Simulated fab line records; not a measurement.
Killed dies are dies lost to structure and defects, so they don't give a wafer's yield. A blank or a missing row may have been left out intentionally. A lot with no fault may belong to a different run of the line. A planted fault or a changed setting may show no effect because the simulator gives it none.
Matching of chambers    flow n5-finfet    N5_BEOL_M4_DEP_57 on pecvd-04 has 3 sister chambers
The step deposits SiCN from 3MS/NH3, target thk 8 nm, time 14 s. 3 wafers are shown with their chamber, then 12 later ones without.

== EACH WAFER AND ITS CHAMBER ==
wafer   chamber  throttle-valve-pct (%)
L089.6  1        9.2
L091.5  0        8.8
L091.6  2        8.3

== WAFERS WITHOUT THEIR CHAMBER ==
wafer   throttle-valve-pct (%)
L090.2  9.2
L090.5  8.2
L090.6  8.9
L093.3  9.3
L093.4  9.4
L093.6  8.2
L094.1  9.4
L094.2  9.2
L094.6  9.3
L096.2  8.3
L096.4  9.4
L096.5  8.4

== WHICH CHAMBER EACH ONE RAN IN ==
wafer    from the rows above       in truth
L090.2   1                         1
L090.5   2                         2
L090.6   can't be placed: 0 or 1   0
L093.3   1                         1
L093.4   1                         1
L093.6   2                         2
L094.1   1                         1
L094.2   1                         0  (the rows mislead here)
L094.6   1                         1
L096.2   2                         2
L096.4   1                         1
L096.5   2                         2
10 of 12 placed correctly. From these rows, 1 cannot be placed; in 1 the true chamber is one of the candidates. 1 placed wrongly.
How it was worked out, from the rows above alone: a wafer's distance from a chamber is the root of the sum, over the readings, of the square of ((its reading less the chamber's mean) divided by the reading's scatter). If the next closest chamber is less than 2 further off than the closest, the wafer can't be placed; otherwise it belongs to the closest. A chamber's mean is the mean of its shown wafers. The scatter (one wafer shown for each chamber): square how far every hidden wafer sits from the nearest shown wafer, average those squares and take the square root.
